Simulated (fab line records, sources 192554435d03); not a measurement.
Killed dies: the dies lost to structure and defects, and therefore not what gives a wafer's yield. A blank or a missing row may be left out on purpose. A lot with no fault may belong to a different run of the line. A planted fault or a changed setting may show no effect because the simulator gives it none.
Which tool did it? :: flow n5-finfet :: 12 lots, 36 wafers sampled, at 3 steps of a route of 1938

== WHAT THE GAUGES READ, wafer by wafer ==
N5_DUMMY_GATE_OVL_MEAS_16. Usual: GATE_OVL 0.3 nm, standard deviation 0.68.
lot: L636
measured: day 2 21:51
on: overlay-02
GATE_OVL (nm): 1.1 0.3 -0.1
flag: 

lot: L637
measured: day 3 09:07
on: overlay-02
GATE_OVL (nm): 0.1 0.6 0.4
flag: 

lot: L638
measured: day 3 13:43
on: overlay-02
GATE_OVL (nm): 0.4 0.6 0.6
flag: 

lot: L639
measured: day 3 17:04
on: overlay-02
GATE_OVL (nm): -0.5 0.2 -1.2
flag: 

lot: L641
measured: day 4 04:56
on: overlay-02
GATE_OVL (nm): 0.6 -0.3 -0.6
flag: 

lot: L645
measured: day 5 08:07
on: overlay-02
GATE_OVL (nm): 0.5 1.8 -0.4
flag: 

lot: L647
measured: day 5 18:58
on: overlay-01
GATE_OVL (nm): -0.3 -0.2 0.0
flag: 

lot: L649
measured: day 6 04:07
on: overlay-01
GATE_OVL (nm): 0.2 0.0 0.2
flag: 

lot: L654
measured: day 7 09:13
on: overlay-01
GATE_OVL (nm): 0.3 1.5 0.8
flag: 

lot: L657
measured: day 8 04:23
on: overlay-02
GATE_OVL (nm): 1.3 0.7 2.2
flag: 

lot: L658
measured: day 8 11:29
on: overlay-01
GATE_OVL (nm): -0.3 -0.4 0.5
flag: 

lot: L659
measured: day 8 15:48
on: overlay-02
GATE_OVL (nm): -0.7 -0.5 0.3
flag: 

== WHAT TOOL EACH LOT RAN ON (gives the tool, then ch and the chambers of the sampled wafers, and finally the start) ==
lot: L636
N5_STI_FIN_REVEAL_OXIDATION_33: plasma-asher-02 ch 0,1, day 2 13:03
N5_DUMMY_GATE_COAT_35: litho-track-05 ch 0, day 2 21:32

lot: L637
N5_STI_FIN_REVEAL_OXIDATION_33: plasma-asher-02 ch 1, day 2 23:33
N5_DUMMY_GATE_COAT_35: litho-track-05 ch 0, day 3 08:49

lot: L638
N5_STI_FIN_REVEAL_OXIDATION_33: plasma-asher-01 ch 0,1, day 3 02:59
N5_DUMMY_GATE_COAT_35: litho-track-02 ch 0, day 3 13:24

lot: L639
N5_STI_FIN_REVEAL_OXIDATION_33: plasma-asher-02 ch 0, day 3 07:11
N5_DUMMY_GATE_COAT_35: litho-track-03 ch 0, day 3 16:45

lot: L641
N5_STI_FIN_REVEAL_OXIDATION_33: plasma-asher-01 ch 0,1, day 3 20:08
N5_DUMMY_GATE_COAT_35: litho-track-03 ch 0, day 4 04:38

lot: L645
N5_STI_FIN_REVEAL_OXIDATION_33: plasma-asher-02 ch 0,1, day 4 22:10
N5_DUMMY_GATE_COAT_35: litho-track-02 ch 0, day 5 07:42

lot: L647
N5_STI_FIN_REVEAL_OXIDATION_33: plasma-asher-02 ch 0,1, day 5 08:10
N5_DUMMY_GATE_COAT_35: litho-track-03 ch 0, day 5 18:29

lot: L649
N5_STI_FIN_REVEAL_OXIDATION_33: plasma-asher-01 ch 0,1, day 5 19:08
N5_DUMMY_GATE_COAT_35: litho-track-02 ch 0, day 6 03:41

lot: L654
N5_STI_FIN_REVEAL_OXIDATION_33: plasma-asher-02 ch 0,1, day 7 00:25
N5_DUMMY_GATE_COAT_35: litho-track-03 ch 0, day 7 08:55

lot: L657
N5_STI_FIN_REVEAL_OXIDATION_33: plasma-asher-01 ch 0,1, day 7 19:19
N5_DUMMY_GATE_COAT_35: litho-track-05 ch 0, day 8 03:57

lot: L658
N5_STI_FIN_REVEAL_OXIDATION_33: plasma-asher-02 ch 0,1, day 8 01:32
N5_DUMMY_GATE_COAT_35: litho-track-02 ch 0, day 8 11:04

lot: L659
N5_STI_FIN_REVEAL_OXIDATION_33: plasma-asher-02 ch 0, day 8 06:33
N5_DUMMY_GATE_COAT_35: litho-track-02 ch 0, day 8 15:22
- N5_STI_FIN_REVEAL_OXIDATION_33: chemistry O2 PLASMA REMOTE, time 20 s.
- N5_DUMMY_GATE_COAT_35: time 60 s, resist thk 10 nm.

== AS READ BY THE TOOLS THEMSELVES (means over the sampled wafers that have a number; for cases with no such wafer, the mark the record gives instead) ==
N5_STI_FIN_REVEAL_OXIDATION_33. Usual: drypump-motor-current-A 6.1 A, standard deviation 0.57; heater-power-w 149 W, standard deviation 11.
lot: L636
tool: plasma-asher-02
drypump-motor-current-A (A): 6.0
heater-power-w (W): 157
flag: 

lot: L637
tool: plasma-asher-02
drypump-motor-current-A (A): 6.7
heater-power-w (W): 152
flag: 

lot: L638
tool: plasma-asher-01
drypump-motor-current-A (A): 5.7
heater-power-w (W): 136
flag: 

lot: L639
tool: plasma-asher-02
drypump-motor-current-A (A): 5.7
heater-power-w (W): 157
flag: 

lot: L641
tool: plasma-asher-01
drypump-motor-current-A (A): 5.7
heater-power-w (W): 134
flag: 

lot: L645
tool: plasma-asher-02
drypump-motor-current-A (A): 6.0
heater-power-w (W): 156
flag: 

lot: L647
tool: plasma-asher-02
drypump-motor-current-A (A): 6.0
heater-power-w (W): 155
flag: 

lot: L649
tool: plasma-asher-01
drypump-motor-current-A (A): 6.2
heater-power-w (W): 137
flag: 

lot: L654
tool: plasma-asher-02
drypump-motor-current-A (A): 6.0
heater-power-w (W): 157
flag: 

lot: L657
tool: plasma-asher-01
drypump-motor-current-A (A): 5.7
heater-power-w (W): 133
flag: 

lot: L658
tool: plasma-asher-02
drypump-motor-current-A (A): 6.0
heater-power-w (W): 156
flag: 

lot: L659
tool: plasma-asher-02
drypump-motor-current-A (A): 5.6
heater-power-w (W): 157
flag: 

N5_DUMMY_GATE_COAT_35. Usual: spin-speed-rpm 1499.9 rpm, standard deviation 0.97.
lot: L636
tool: litho-track-05
spin-speed-rpm (rpm): 1499.9
flag: 

lot: L637
tool: litho-track-05
spin-speed-rpm (rpm): 1499.9
flag: 

lot: L638
tool: litho-track-02
spin-speed-rpm (rpm): 1500.2
flag: 

lot: L639
tool: litho-track-03
spin-speed-rpm (rpm): 1500.0
flag: 

lot: L641
tool: litho-track-03
spin-speed-rpm (rpm): 1499.9
flag: 

lot: L645
tool: litho-track-02
spin-speed-rpm (rpm): 1387.8
flag: OFF

lot: L647
tool: litho-track-03
spin-speed-rpm (rpm): 1500.4
flag: 

lot: L649
tool: litho-track-02
spin-speed-rpm (rpm): 1386.6
flag: OFF

lot: L654
tool: litho-track-03
spin-speed-rpm (rpm): 1500.1
flag: 

lot: L657
tool: litho-track-05
spin-speed-rpm (rpm): 1499.8
flag: 

lot: L658
tool: litho-track-02
spin-speed-rpm (rpm): 1500.0
flag: 

lot: L659
tool: litho-track-02
spin-speed-rpm (rpm): 1500.1
flag: 

== THE ANSWER, worked out from the rows above alone ==
Rule: lot off if the mean of its wafers having a number is beyond 3 standard deviations from the usual mean. Also off: a lot with no number at a reading for which 4 or more lots have one. All remaining lots with rows at the step are treated as sound. After the gauges, taken in route order, come the tools' own readings; for these a lot's mean is taken, as printed above. At the first step where some lot is off, the reading lying furthest off is the one used; lots without a number count as furthest.
Off at N5_DUMMY_GATE_COAT_35 (spin-speed-rpm): L645, L649.
If a tool, at that step or one of the process steps before it, ran each lot that is off and ran no sound lot following the first of them, it fits. Not one of the candidates tried fits.

== WHAT THE SIMULATOR HAD INSERTED ==
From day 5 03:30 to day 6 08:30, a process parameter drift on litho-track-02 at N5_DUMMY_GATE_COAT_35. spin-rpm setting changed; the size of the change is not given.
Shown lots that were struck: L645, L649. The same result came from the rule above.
